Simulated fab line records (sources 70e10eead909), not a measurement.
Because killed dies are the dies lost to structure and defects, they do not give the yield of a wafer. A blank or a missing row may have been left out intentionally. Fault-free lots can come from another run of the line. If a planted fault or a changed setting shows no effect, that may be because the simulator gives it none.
Matching of chambers -- flow nand harc -- cmp-03 running NHARC_P_CONTACT_CMP_01: 4 sister chambers
The step polishes SiO2, target thk 200 nm. 8 wafers are shown with their chamber, then 11 later ones without.

## WAFERS PAIRED WITH THEIR CHAMBERS
wafer,chamber,motor current A (A)
L087.5,3,11.0
L089.1,1,14.5
L089.4,2,14.5
L089.5,3,11.0
L092.2,0,13.2
L092.5,2,13.8
L092.6,1,14.0
L093.4,0,13.0

## WAFERS WHOSE CHAMBER IS MISSING
wafer,motor current A (A)
L093.5,11.1
L093.6,14.2
L094.2,13.5
L094.3,14.1
L094.4,10.8
L095.1,13.4
L095.2,13.9
L095.5,13.2
L096.1,14.3
L096.2,10.5
L096.3,13.3

## CHAMBER TAKEN BY EACH
wafer,from the rows above,in truth
L093.5,3,3
L093.6,can't be placed: 2 or 1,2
L094.2,can't be placed: 0 or 2 or 1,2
L094.3,can't be placed: 2 or 1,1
L094.4,3,3
L095.1,can't be placed: 0 or 2 or 1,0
L095.2,can't be placed: 2 or 1 or 0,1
L095.5,0,0
L096.1,can't be placed: 1 or 2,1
L096.2,3,3
L096.3,0,0
5 of 11 placed correctly. From these rows, 6 cannot be placed; in 6 the true chamber is one of the candidates. Wrongly placed: 0.
How it was worked out, from the rows above alone: a wafer's distance from a chamber is the root of the sum, over the readings, of the square of ((its reading less the chamber's mean) divided by the reading's scatter). The wafer belongs to the nearest chamber; if the next one is less than 2 further off, it can't be placed. For every chamber, the mean is computed from those of its wafers that are shown. The scatter: the root of (the sum of the squares of (reading less its chamber's mean) over the shown wafers, divided by (wafers less chambers)).
